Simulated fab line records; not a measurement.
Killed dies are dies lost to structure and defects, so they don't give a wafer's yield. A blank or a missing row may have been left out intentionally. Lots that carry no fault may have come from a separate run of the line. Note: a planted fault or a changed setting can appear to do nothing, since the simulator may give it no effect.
Which of the tools did it? :: flow n5 finfet :: 72 wafers from 24 lots sampled at 5 of the route's 1938 steps

== WHAT THE GAUGES SHOWED, per wafer ==
N5_BEOL_M12_INSPECT_12: inspects for defects (macro). Usual: 2.0 for raw defect count, sd 1.4.
lot: L074
measured: day 10 11:08
on: defect inspect-02
raw defect count: 3 1 2
flag: 

lot: L076
measured: day 10 20:30
on: defect inspect-01
raw defect count: 3 2 3
flag: 

lot: L075
measured: day 10 23:02
on: defect inspect-02
raw defect count: 1 3 1
flag: 

lot: L077
measured: day 11 05:50
on: defect inspect-01
raw defect count: 2 3 0
flag: 

lot: L078
measured: day 11 16:43
on: defect inspect-01
raw defect count: 0 1 3
flag: 

lot: L079
measured: day 12 00:35
on: defect inspect-01
raw defect count: 3 4 1
flag: 

lot: L080
measured: day 12 08:55
on: defect inspect-02
raw defect count: 1 8 1
flag: 

lot: L082
measured: day 12 13:13
on: defect inspect-02
raw defect count: 2 3 1
flag: 

lot: L081
measured: day 12 17:28
on: defect inspect-02
raw defect count: 1 0 1
flag: 

lot: L084
measured: day 12 19:38
on: defect inspect-02
raw defect count: 3 1 1
flag: 

lot: L083
measured: day 12 22:49
on: defect inspect-02
raw defect count: 0 2 3
flag: 

lot: L085
measured: day 13 04:06
on: defect inspect-02
raw defect count: 3 0 2
flag: 

lot: L086
measured: day 13 16:06
on: defect inspect-02
raw defect count: 3 3 1
flag: 

lot: L088
measured: day 14 13:10
on: defect inspect-02
raw defect count: 2 1 0
flag: 

lot: L087
measured: day 14 14:30
on: defect inspect-01
raw defect count: 2 4 2
flag: 

lot: L090
measured: day 14 15:40
on: defect inspect-01
raw defect count: 1 1 2
flag: 

lot: L091
measured: day 14 23:18
on: defect inspect-02
raw defect count: 3 2 0
flag: 

lot: L089
measured: day 15 00:31
on: defect inspect-01
raw defect count: 2 3 3
flag: 

lot: L092
measured: day 15 01:48
on: defect inspect-02
raw defect count: 6 1 0
flag: 

lot: L094
measured: day 15 17:03
on: defect inspect-01
raw defect count: 2 5 0
flag: 

lot: L093
measured: day 15 19:49
on: defect inspect-02
raw defect count: 4 1 2
flag: 

lot: L096
measured: day 16 15:05
on: defect inspect-02
raw defect count: 1 3 2
flag: 

lot: L095
measured: day 16 17:19
on: defect inspect-01
raw defect count: 2 0 1
flag: 

lot: L097
measured: day 16 23:21
on: defect inspect-01
raw defect count: 0 2 2
flag: 

N5_BEOL_M12_OCD_MEAS_35. Usual: 319 nm for trench depth nm, sd 3.8.
lot: L074
measured: day 10 12:50
on: ocd-02
trench depth nm (nm): 319 321 318
flag: 

lot: L076
measured: day 10 22:01
on: ocd-01
trench depth nm (nm): 322 322 320
flag: 

lot: L075
measured: day 11 00:40
on: ocd-01
trench depth nm (nm): 318 323 321
flag: 

lot: L077
measured: day 11 07:30
on: ocd-02
trench depth nm (nm): 313 322 316
flag: 

lot: L078
measured: day 11 18:57
on: ocd-01
trench depth nm (nm): 321 311 315
flag: 

lot: L079
measured: day 12 02:03
on: ocd-02
trench depth nm (nm): 321 320 320
flag: 

lot: L080
measured: day 12 10:22
on: ocd-02
trench depth nm (nm): 319 316 314
flag: 

lot: L082
measured: day 12 14:48
on: ocd-02
trench depth nm (nm): 324 317 323
flag: 

lot: L081
measured: day 12 18:56
on: ocd-02
trench depth nm (nm): 320 320 320
flag: 

lot: L084
measured: day 12 21:06
on: ocd-01
trench depth nm (nm): 323 321 322
flag: 

lot: L083
measured: day 13 00:34
on: ocd-02
trench depth nm (nm): 318 318 312
flag: 

lot: L085
measured: day 13 05:35
on: ocd-01
trench depth nm (nm): 318 322 319
flag: 

lot: L086
measured: day 13 20:34
on: ocd-02
trench depth nm (nm): 320 318 318
flag: 

lot: L088
measured: day 14 15:00
on: ocd-01
trench depth nm (nm): 315 320 315
flag: 

lot: L087
measured: day 14 16:05
on: ocd-01
trench depth nm (nm): 317 322 316
flag: 

lot: L090
measured: day 14 17:07
on: ocd-02
trench depth nm (nm): 316 324 320
flag: 

lot: L091
measured: day 15 01:01
on: ocd-01
trench depth nm (nm): 311 318 313
flag: 

lot: L089
measured: day 15 02:56
on: ocd-01
trench depth nm (nm): 318 318 318
flag: 

lot: L092
measured: day 15 03:45
on: ocd-01
trench depth nm (nm): 319 323 324
flag: 

lot: L094
measured: day 15 18:44
on: ocd-02
trench depth nm (nm): 316 321 316
flag: 

lot: L093
measured: day 15 21:22
on: ocd-01
trench depth nm (nm): 318 319 319
flag: 

lot: L096
measured: day 16 16:33
on: ocd-02
trench depth nm (nm): 317 320 319
flag: 

lot: L095
measured: day 16 18:46
on: ocd-02
trench depth nm (nm): 323 319 330
flag: 

lot: L097
measured: day 17 01:17
on: ocd-01
trench depth nm (nm): 314 318 317
flag: 

== WHAT TOOL EACH LOT RAN ON (gives the tool, then ch and the chambers of the sampled wafers, and finally the start) ==
lot: L074
N5_BEOL_M11_CMP_52: cmp-03 ch 1,2,3, day 10 10:13
N5_BEOL_M12_ETCH_59: rie diel-04 ch 0,1,3, day 10 11:13
N5_BEOL_M12_STRIP_63: plasma asher-02 ch 0,1, day 10 11:28

lot: L076
N5_BEOL_M11_CMP_52: cmp-03 ch 0,1,2, day 10 19:32
N5_BEOL_M12_ETCH_59: rie diel-04 ch 0,1, day 10 20:34
N5_BEOL_M12_STRIP_63: plasma asher-01 ch 0,1, day 10 20:49

lot: L075
N5_BEOL_M11_CMP_52: cmp-02 ch 1,2,3, day 10 21:57
N5_BEOL_M12_ETCH_59: rie diel-04 ch 0,1,2, day 10 23:07
N5_BEOL_M12_STRIP_63: plasma asher-01 ch 0,1, day 10 23:22

lot: L077
N5_BEOL_M11_CMP_52: cmp-03 ch 0,2,3, day 11 04:53
N5_BEOL_M12_ETCH_59: rie diel-04 ch 2,3, day 11 05:59
N5_BEOL_M12_STRIP_63: plasma asher-02 ch 0,1, day 11 06:15

lot: L078
N5_BEOL_M11_CMP_52: cmp-01 ch 0,1, day 11 15:43
N5_BEOL_M12_ETCH_59: rie diel-03 ch 1,2, day 11 17:23
N5_BEOL_M12_STRIP_63: plasma asher-02 ch 0,1, day 11 17:40

lot: L079
N5_BEOL_M11_CMP_52: cmp-01 ch 1,2,3, day 11 23:29
N5_BEOL_M12_ETCH_59: rie diel-04 ch 1,3, day 12 00:39
N5_BEOL_M12_STRIP_63: plasma asher-02 ch 0,1, day 12 00:55

lot: L080
N5_BEOL_M11_CMP_52: cmp-03 ch 1,2,3, day 12 07:49
N5_BEOL_M12_ETCH_59: rie diel-03 ch 1,2,3, day 12 08:59
N5_BEOL_M12_STRIP_63: plasma asher-02 ch 0,1, day 12 09:14

lot: L082
N5_BEOL_M11_CMP_52: cmp-02 ch 0,3, day 12 12:17
N5_BEOL_M12_ETCH_59: rie diel-03 ch 0,3, day 12 13:17
N5_BEOL_M12_STRIP_63: plasma asher-01 ch 0,1, day 12 13:32

lot: L081
N5_BEOL_M11_CMP_52: cmp-02 ch 0,3, day 12 16:25
N5_BEOL_M12_ETCH_59: rie diel-03 ch 0,1,3, day 12 17:32
N5_BEOL_M12_STRIP_63: plasma asher-02 ch 0,1, day 12 17:47

lot: L084
N5_BEOL_M11_CMP_52: cmp-03 ch 1,2,3, day 12 18:46
N5_BEOL_M12_ETCH_59: rie diel-04 ch 0,2,3, day 12 19:42
N5_BEOL_M12_STRIP_63: plasma asher-01 ch 0,1, day 12 19:57

lot: L083
N5_BEOL_M11_CMP_52: cmp-01 ch 1,3, day 12 21:50
N5_BEOL_M12_ETCH_59: rie diel-06 ch 2,3, day 12 22:53
N5_BEOL_M12_STRIP_63: plasma asher-02 ch 0,1, day 12 23:09

lot: L085
N5_BEOL_M11_CMP_52: cmp-03 ch 1,2, day 13 03:00
N5_BEOL_M12_ETCH_59: rie diel-03 ch 0,1,3, day 13 04:11
N5_BEOL_M12_STRIP_63: plasma asher-01 ch 0,1, day 13 04:26

lot: L086
N5_BEOL_M11_CMP_52: cmp-03 ch 1,2, day 13 15:02
N5_BEOL_M12_ETCH_59: rie diel-04 ch 0,1,2, day 13 16:10
N5_BEOL_M12_STRIP_63: plasma asher-02 ch 0,1, day 13 16:25

lot: L088
N5_BEOL_M11_CMP_52: cmp-03 ch 0,1, day 14 12:05
N5_BEOL_M12_ETCH_59: rie diel-04 ch 0,1,2, day 14 13:22
N5_BEOL_M12_STRIP_63: plasma asher-02 ch 1, day 14 13:37

lot: L087
N5_BEOL_M11_CMP_52: cmp-02 ch 0,3, day 14 13:25
N5_BEOL_M12_ETCH_59: rie diel-04 ch 0,1,3, day 14 14:34
N5_BEOL_M12_STRIP_63: plasma asher-01 ch 1, day 14 14:49

lot: L090
N5_BEOL_M11_CMP_52: cmp-02 ch 1,3, day 14 14:36
N5_BEOL_M12_ETCH_59: rie diel-03 ch 0,1,3, day 14 15:44
N5_BEOL_M12_STRIP_63: plasma asher-01 ch 0,1, day 14 15:59

lot: L091
N5_BEOL_M11_CMP_52: cmp-02 ch 1,2,3, day 14 22:20
N5_BEOL_M12_ETCH_59: rie diel-06 ch 0,3, day 14 23:22
N5_BEOL_M12_STRIP_63: plasma asher-02 ch 1, day 14 23:37

lot: L089
N5_BEOL_M11_CMP_52: cmp-03 ch 1,2, day 14 23:33
N5_BEOL_M12_ETCH_59: rie diel-04 ch 0,1, day 15 00:35
N5_BEOL_M12_STRIP_63: plasma asher-01 ch 0,1, day 15 00:50

lot: L092
N5_BEOL_M11_CMP_52: cmp-02 ch 1,2,3, day 15 00:49
N5_BEOL_M12_ETCH_59: rie diel-04 ch 0,1,3, day 15 02:02
N5_BEOL_M12_STRIP_63: plasma asher-01 ch 0,1, day 15 02:18

lot: L094
N5_BEOL_M11_CMP_52: cmp-03 ch 0,2, day 15 15:54
N5_BEOL_M12_ETCH_59: rie diel-04 ch 0,1,3, day 15 17:07
N5_BEOL_M12_STRIP_63: plasma asher-01 ch 1, day 15 17:22

lot: L093
N5_BEOL_M11_CMP_52: cmp-03 ch 0,1,3, day 15 18:54
N5_BEOL_M12_ETCH_59: rie diel-03 ch 0,1, day 15 19:57
N5_BEOL_M12_STRIP_63: plasma asher-02 ch 0,1, day 15 20:13

lot: L096
N5_BEOL_M11_CMP_52: cmp-02 ch 0,1,3, day 16 14:00
N5_BEOL_M12_ETCH_59: rie diel-04 ch 2,3, day 16 15:10
N5_BEOL_M12_STRIP_63: plasma asher-02 ch 0,1, day 16 15:25

lot: L095
N5_BEOL_M11_CMP_52: cmp-03 ch 1,2,3, day 16 16:23
N5_BEOL_M12_ETCH_59: rie diel-04 ch 0,2,3, day 16 17:23
N5_BEOL_M12_STRIP_63: plasma asher-02 ch 0,1, day 16 17:38

lot: L097
N5_BEOL_M11_CMP_52: cmp-02 ch 0,1,2, day 16 22:19
N5_BEOL_M12_ETCH_59: rie diel-06 ch 1,3, day 16 23:45
N5_BEOL_M12_STRIP_63: plasma asher-02 ch 0, day 17 00:00
- N5_BEOL_M11_CMP_52: polishes, stops on SiCOH lowk, t overpolish 7 s, target thk 140 nm.
- N5_BEOL_M12_ETCH_59: etches BARC in N2/H2, target depth 89 nm, overetch 26.7 nm, time 67.9 s.
- N5_BEOL_M12_STRIP_63: strips in N2/H2.

== AS READ BY THE TOOLS THEMSELVES (means over the sampled wafers that have a number; for cases with no such wafer, the mark the record gives instead) ==
N5_BEOL_M11_CMP_52. Usual: barrier field endpoint s 28.7 s, standard deviation 0.67; clearing platen rpm 49.999 rpm, standard deviation 0.027; edge zone pressure frac 1.000, standard deviation 0.0049; motor current A 5.9 A, standard deviation 0.39; overpolish run s 7.000 s, standard deviation 0.0096; time to endpoint s 65.7 s, standard deviation 2.6.
lot: L074
tool: cmp-03
barrier field endpoint s (s): 29.1
clearing platen rpm (rpm): 50.009
edge zone pressure frac: 1.000
motor current A (A): 6.0
overpolish run s (s): 6.991
time to endpoint s (s): 68.5
flag: 

lot: L076
tool: cmp-03
barrier field endpoint s (s): 28.7
clearing platen rpm (rpm): 49.995
edge zone pressure frac: 1.002
motor current A (A): 5.7
overpolish run s (s): 7.006
time to endpoint s (s): 64.7
flag: 

lot: L075
tool: cmp-02
barrier field endpoint s (s): 29.2
clearing platen rpm (rpm): 50.015
edge zone pressure frac: 1.001
motor current A (A): 5.8
overpolish run s (s): 6.996
time to endpoint s (s): 67.4
flag: 

lot: L077
tool: cmp-03
barrier field endpoint s (s): 29.4
clearing platen rpm (rpm): 50.004
edge zone pressure frac: 1.002
motor current A (A): 5.8
overpolish run s (s): 6.990
time to endpoint s (s): 66.8
flag: 

lot: L078
tool: cmp-01
barrier field endpoint s (s): 29.4
clearing platen rpm (rpm): 50.001
edge zone pressure frac: 0.999
motor current A (A): 6.3
overpolish run s (s): 7.004
time to endpoint s (s): 66.7
flag: 

lot: L079
tool: cmp-01
barrier field endpoint s (s): 28.3
clearing platen rpm (rpm): 50.003
edge zone pressure frac: 0.996
motor current A (A): 6.0
overpolish run s (s): 6.990
time to endpoint s (s): 64.6
flag: 

lot: L080
tool: cmp-03
barrier field endpoint s (s): 28.3
clearing platen rpm (rpm): 49.988
edge zone pressure frac: 0.998
motor current A (A): 5.9
overpolish run s (s): 7.007
time to endpoint s (s): 66.4
flag: 

lot: L082
tool: cmp-02
barrier field endpoint s (s): 28.2
clearing platen rpm (rpm): 49.968
edge zone pressure frac: 1.002
motor current A (A): 6.0
overpolish run s (s): 7.004
time to endpoint s (s): 62.6
flag: 

lot: L081
tool: cmp-02
barrier field endpoint s (s): 28.0
clearing platen rpm (rpm): 50.003
edge zone pressure frac: 0.997
motor current A (A): 5.9
overpolish run s (s): 7.004
time to endpoint s (s): 66.5
flag: 

lot: L084
tool: cmp-03
barrier field endpoint s (s): 28.7
clearing platen rpm (rpm): 49.991
edge zone pressure frac: 0.996
motor current A (A): 5.9
overpolish run s (s): 7.000
time to endpoint s (s): 67.4
flag: 

lot: L083
tool: cmp-01
barrier field endpoint s (s): 29.4
clearing platen rpm (rpm): 50.000
edge zone pressure frac: 1.000
motor current A (A): 5.6
overpolish run s (s): 7.003
time to endpoint s (s): 69.6
flag: 

lot: L085
tool: cmp-03
barrier field endpoint s (s): 29.0
clearing platen rpm (rpm): 49.975
edge zone pressure frac: 0.997
motor current A (A): 6.0
overpolish run s (s): 6.998
time to endpoint s (s): 64.9
flag: 

lot: L086
tool: cmp-03
barrier field endpoint s (s): 28.2
clearing platen rpm (rpm): 49.995
edge zone pressure frac: 1.000
motor current A (A): 6.0
overpolish run s (s): 7.007
time to endpoint s (s): 67.0
flag: 

lot: L088
tool: cmp-03
barrier field endpoint s (s): 28.7
clearing platen rpm (rpm): 49.990
edge zone pressure frac: 1.000
motor current A (A): 5.9
overpolish run s (s): 6.989
time to endpoint s (s): 66.0
flag: 

lot: L087
tool: cmp-02
barrier field endpoint s (s): 28.2
clearing platen rpm (rpm): 49.971
edge zone pressure frac: 0.996
motor current A (A): 6.0
overpolish run s (s): 6.999
time to endpoint s (s): 67.3
flag: 

lot: L090
tool: cmp-02
barrier field endpoint s (s): 28.7
clearing platen rpm (rpm): 49.998
edge zone pressure frac: 1.003
motor current A (A): 5.8
overpolish run s (s): 7.005
time to endpoint s (s): 66.6
flag: 

lot: L091
tool: cmp-02
barrier field endpoint s (s): 28.7
clearing platen rpm (rpm): 50.001
edge zone pressure frac: 0.995
motor current A (A): 5.9
overpolish run s (s): 7.002
time to endpoint s (s): 65.0
flag: 

lot: L089
tool: cmp-03
barrier field endpoint s (s): 29.6
clearing platen rpm (rpm): 50.008
edge zone pressure frac: 1.008
motor current A (A): 6.0
overpolish run s (s): 7.005
time to endpoint s (s): 66.7
flag: 

lot: L092
tool: cmp-02
barrier field endpoint s (s): 29.1
clearing platen rpm (rpm): 49.979
edge zone pressure frac: 1.001
motor current A (A): 5.8
overpolish run s (s): 7.006
time to endpoint s (s): 65.5
flag: 

lot: L094
tool: cmp-03
barrier field endpoint s (s): 28.4
clearing platen rpm (rpm): 50.023
edge zone pressure frac: 1.000
motor current A (A): 6.0
overpolish run s (s): 6.998
time to endpoint s (s): 58.9
flag: 

lot: L093
tool: cmp-03
barrier field endpoint s (s): 27.5
clearing platen rpm (rpm): 49.984
edge zone pressure frac: 1.003
motor current A (A): 5.7
overpolish run s (s): 7.005
time to endpoint s (s): 63.1
flag: 

lot: L096
tool: cmp-02
barrier field endpoint s (s): 28.1
clearing platen rpm (rpm): 50.014
edge zone pressure frac: 0.996
motor current A (A): 5.9
overpolish run s (s): 6.999
time to endpoint s (s): 65.6
flag: 

lot: L095
tool: cmp-03
barrier field endpoint s (s): 28.3
clearing platen rpm (rpm): 50.012
edge zone pressure frac: 1.002
motor current A (A): 6.0
overpolish run s (s): 7.007
time to endpoint s (s): 66.0
flag: 

lot: L097
tool: cmp-02
barrier field endpoint s (s): 28.9
clearing platen rpm (rpm): 50.001
edge zone pressure frac: 1.000
motor current A (A): 5.9
overpolish run s (s): 7.002
time to endpoint s (s): 63.5
flag: 

N5_BEOL_M12_ETCH_59. Usual: drypump motor current A 5.57 A, standard deviation 0.28; oes product au 0.71 a.u., standard deviation 0.049; rf vpp V 524.5 V, standard deviation 2.1; showerhead plenum p Torr 2.57 Torr, standard deviation 0.072; throttle valve pct 17.8 %, standard deviation 0.33.
lot: L074
tool: rie diel-04
drypump motor current A (A): 5.56
oes product au (a.u.): 0.73
rf vpp V (V): 526.2
showerhead plenum p Torr (Torr): 2.62
throttle valve pct (%): 17.7
flag: 

lot: L076
tool: rie diel-04
drypump motor current A (A): 5.53
oes product au (a.u.): 0.71
rf vpp V (V): 526.2
showerhead plenum p Torr (Torr): 2.66
throttle valve pct (%): 18.0
flag: 

lot: L075
tool: rie diel-04
drypump motor current A (A): 5.61
oes product au (a.u.): 0.71
rf vpp V (V): 526.0
showerhead plenum p Torr (Torr): 2.62
throttle valve pct (%): 17.8
flag: 

lot: L077
tool: rie diel-04
drypump motor current A (A): 5.58
oes product au (a.u.): 0.72
rf vpp V (V): 524.9
showerhead plenum p Torr (Torr): 2.58
throttle valve pct (%): 17.4
flag: 

lot: L078
tool: rie diel-03
drypump motor current A (A): 5.64
oes product au (a.u.): 0.74
rf vpp V (V): 526.2
showerhead plenum p Torr (Torr): 2.62
throttle valve pct (%): 17.5
flag: 

lot: L079
tool: rie diel-04
drypump motor current A (A): 5.59
oes product au (a.u.): 0.73
rf vpp V (V): 524.7
showerhead plenum p Torr (Torr): 2.58
throttle valve pct (%): 17.5
flag: 

lot: L080
tool: rie diel-03
drypump motor current A (A): 5.63
oes product au (a.u.): 0.75
rf vpp V (V): 525.2
showerhead plenum p Torr (Torr): 2.59
throttle valve pct (%): 17.7
flag: 

lot: L082
tool: rie diel-03
drypump motor current A (A): 5.47
oes product au (a.u.): 0.75
rf vpp V (V): 523.7
showerhead plenum p Torr (Torr): 2.56
throttle valve pct (%): 18.1
flag: 

lot: L081
tool: rie diel-03
drypump motor current A (A): 5.44
oes product au (a.u.): 0.74
rf vpp V (V): 524.0
showerhead plenum p Torr (Torr): 2.52
throttle valve pct (%): 17.9
flag: 

lot: L084
tool: rie diel-04
drypump motor current A (A): 5.54
oes product au (a.u.): 0.69
rf vpp V (V): 525.1
showerhead plenum p Torr (Torr): 2.61
throttle valve pct (%): 17.7
flag: 

lot: L083
tool: rie diel-06
drypump motor current A (A): 5.50
oes product au (a.u.): 0.64
rf vpp V (V): 522.9
showerhead plenum p Torr (Torr): 2.50
throttle valve pct (%): 18.1
flag: 

lot: L085
tool: rie diel-03
drypump motor current A (A): 5.42
oes product au (a.u.): 0.74
rf vpp V (V): 522.9
showerhead plenum p Torr (Torr): 2.52
throttle valve pct (%): 17.9
flag: 

lot: L086
tool: rie diel-04
drypump motor current A (A): 5.62
oes product au (a.u.): 0.69
rf vpp V (V): 525.8
showerhead plenum p Torr (Torr): 2.61
throttle valve pct (%): 17.8
flag: 

lot: L088
tool: rie diel-04
drypump motor current A (A): 5.62
oes product au (a.u.): 0.69
rf vpp V (V): 524.9
showerhead plenum p Torr (Torr): 2.61
throttle valve pct (%): 17.8
flag: 

lot: L087
tool: rie diel-04
drypump motor current A (A): 5.55
oes product au (a.u.): 0.70
rf vpp V (V): 525.9
showerhead plenum p Torr (Torr): 2.61
throttle valve pct (%): 17.8
flag: 

lot: L090
tool: rie diel-03
drypump motor current A (A): 5.44
oes product au (a.u.): 0.73
rf vpp V (V): 523.8
showerhead plenum p Torr (Torr): 2.51
throttle valve pct (%): 17.9
flag: 

lot: L091
tool: rie diel-06
drypump motor current A (A): 6.14
oes product au (a.u.): 0.75
rf vpp V (V): 524.5
showerhead plenum p Torr (Torr): 2.57
throttle valve pct (%): 17.8
flag: 

lot: L089
tool: rie diel-04
drypump motor current A (A): 5.63
oes product au (a.u.): 0.70
rf vpp V (V): 525.2
showerhead plenum p Torr (Torr): 2.61
throttle valve pct (%): 17.9
flag: 

lot: L092
tool: rie diel-04
drypump motor current A (A): 5.56
oes product au (a.u.): 0.69
rf vpp V (V): 525.2
showerhead plenum p Torr (Torr): 2.60
throttle valve pct (%): 17.8
flag: 

lot: L094
tool: rie diel-04
drypump motor current A (A): 5.57
oes product au (a.u.): 0.69
rf vpp V (V): 525.5
showerhead plenum p Torr (Torr): 2.60
throttle valve pct (%): 17.8
flag: 

lot: L093
tool: rie diel-03
drypump motor current A (A): 5.38
oes product au (a.u.): 0.71
rf vpp V (V): 522.1
showerhead plenum p Torr (Torr): 2.47
throttle valve pct (%): 17.7
flag: 

lot: L096
tool: rie diel-04
drypump motor current A (A): 5.58
oes product au (a.u.): 0.68
rf vpp V (V): 524.2
showerhead plenum p Torr (Torr): 2.56
throttle valve pct (%): 17.4
flag: 

lot: L095
tool: rie diel-04
drypump motor current A (A): 5.54
oes product au (a.u.): 0.67
rf vpp V (V): 526.7
showerhead plenum p Torr (Torr): 2.60
throttle valve pct (%): 17.8
flag: 

lot: L097
tool: rie diel-06
drypump motor current A (A): 6.10
oes product au (a.u.): 0.71
rf vpp V (V): 523.2
showerhead plenum p Torr (Torr): 2.54
throttle valve pct (%): 18.0
flag: 

N5_BEOL_M12_STRIP_63. Usual: drypump motor current A 5.8 A, standard deviation 0.62; heater power w 344 W, standard deviation 28; oes product au 0.693 a.u., standard deviation 0.0045; strip time to endpoint s 42.5 s, standard deviation 0.74.
lot: L074
tool: plasma asher-02
drypump motor current A (A): 5.5
heater power w (W): 344
oes product au (a.u.): 0.695
strip time to endpoint s (s): 41.5
flag: 

lot: L076
tool: plasma asher-01
drypump motor current A (A): 6.5
heater power w (W): 334
oes product au (a.u.): 0.694
strip time to endpoint s (s): 42.0
flag: 

lot: L075
tool: plasma asher-01
drypump motor current A (A): 6.3
heater power w (W): 330
oes product au (a.u.): 0.696
strip time to endpoint s (s): 42.7
flag: 

lot: L077
tool: plasma asher-02
drypump motor current A (A): 5.4
heater power w (W): 344
oes product au (a.u.): 0.690
strip time to endpoint s (s): 42.8
flag: 

lot: L078
tool: plasma asher-02
drypump motor current A (A): 5.4
heater power w (W): 344
oes product au (a.u.): 0.696
strip time to endpoint s (s): 42.6
flag: 

lot: L079
tool: plasma asher-02
drypump motor current A (A): 5.4
heater power w (W): 345
oes product au (a.u.): 0.691
strip time to endpoint s (s): 42.3
flag: 

lot: L080
tool: plasma asher-02
drypump motor current A (A): 5.5
heater power w (W): 347
oes product au (a.u.): 0.698
strip time to endpoint s (s): 43.4
flag: 

lot: L082
tool: plasma asher-01
drypump motor current A (A): 6.4
heater power w (W): 331
oes product au (a.u.): 0.694
strip time to endpoint s (s): 42.5
flag: 

lot: L081
tool: plasma asher-02
drypump motor current A (A): 5.5
heater power w (W): 351
oes product au (a.u.): 0.694
strip time to endpoint s (s): 43.2
flag: 

lot: L084
tool: plasma asher-01
drypump motor current A (A): 6.4
heater power w (W): 330
oes product au (a.u.): 0.693
strip time to endpoint s (s): 42.8
flag: 

lot: L083
tool: plasma asher-02
drypump motor current A (A): 5.2
heater power w (W): 363
oes product au (a.u.): 0.698
strip time to endpoint s (s): 43.0
flag: 

lot: L085
tool: plasma asher-01
drypump motor current A (A): 6.3
heater power w (W): 323
oes product au (a.u.): 0.692
strip time to endpoint s (s): 42.0
flag: 

lot: L086
tool: plasma asher-02
drypump motor current A (A): 5.5
heater power w (W): 345
oes product au (a.u.): 0.692
strip time to endpoint s (s): 43.3
flag: 

lot: L088
tool: plasma asher-02
drypump motor current A (A): 4.9
heater power w (W): 384
oes product au (a.u.): 0.691
strip time to endpoint s (s): 41.9
flag: 

lot: L087
tool: plasma asher-01
drypump motor current A (A): 6.6
heater power w (W): 334
oes product au (a.u.): 0.693
strip time to endpoint s (s): 42.8
flag: 

lot: L090
tool: plasma asher-01
drypump motor current A (A): 6.3
heater power w (W): 325
oes product au (a.u.): 0.696
strip time to endpoint s (s): 42.7
flag: 

lot: L091
tool: plasma asher-02
drypump motor current A (A): 4.9
heater power w (W): 391
oes product au (a.u.): 0.696
strip time to endpoint s (s): 42.1
flag: 

lot: L089
tool: plasma asher-01
drypump motor current A (A): 6.5
heater power w (W): 328
oes product au (a.u.): 0.690
strip time to endpoint s (s): 42.6
flag: 

lot: L092
tool: plasma asher-01
drypump motor current A (A): 6.4
heater power w (W): 332
oes product au (a.u.): 0.694
strip time to endpoint s (s): 42.4
flag: 

lot: L094
tool: plasma asher-01
drypump motor current A (A): 6.6
heater power w (W): 333
oes product au (a.u.): 0.691
strip time to endpoint s (s): 43.6
flag: 

lot: L093
tool: plasma asher-02
drypump motor current A (A): 5.2
heater power w (W): 365
oes product au (a.u.): 0.691
strip time to endpoint s (s): 41.4
flag: 

lot: L096
tool: plasma asher-02
drypump motor current A (A): 5.2
heater power w (W): 366
oes product au (a.u.): 0.693
strip time to endpoint s (s): 42.3
flag: 

lot: L095
tool: plasma asher-02
drypump motor current A (A): 5.5
heater power w (W): 350
oes product au (a.u.): 0.694
strip time to endpoint s (s): 42.1
flag: 

lot: L097
tool: plasma asher-02
drypump motor current A (A): 5.7
heater power w (W): 329
oes product au (a.u.): 0.692
strip time to endpoint s (s): 42.1
flag: 

== THE ANSWER, worked out from the rows above alone ==
Rule: lot off if the mean of its wafers having a number is beyond 3 standard deviations from the usual mean. A lot without any number at a reading at which 4 lots or more have one is off too. The other lots that the step has rows for count as sound. First the gauges in route order, then the tools' own readings, where a lot's mean is used as printed above. The first step at which some lot is off is used, and at that step the reading that is off furthest; a lot without a number counts as furthest.
No lot is off on any of the readings shown, so nothing can be concluded from this.

== WHAT THE SIMULATOR PUT IN ==
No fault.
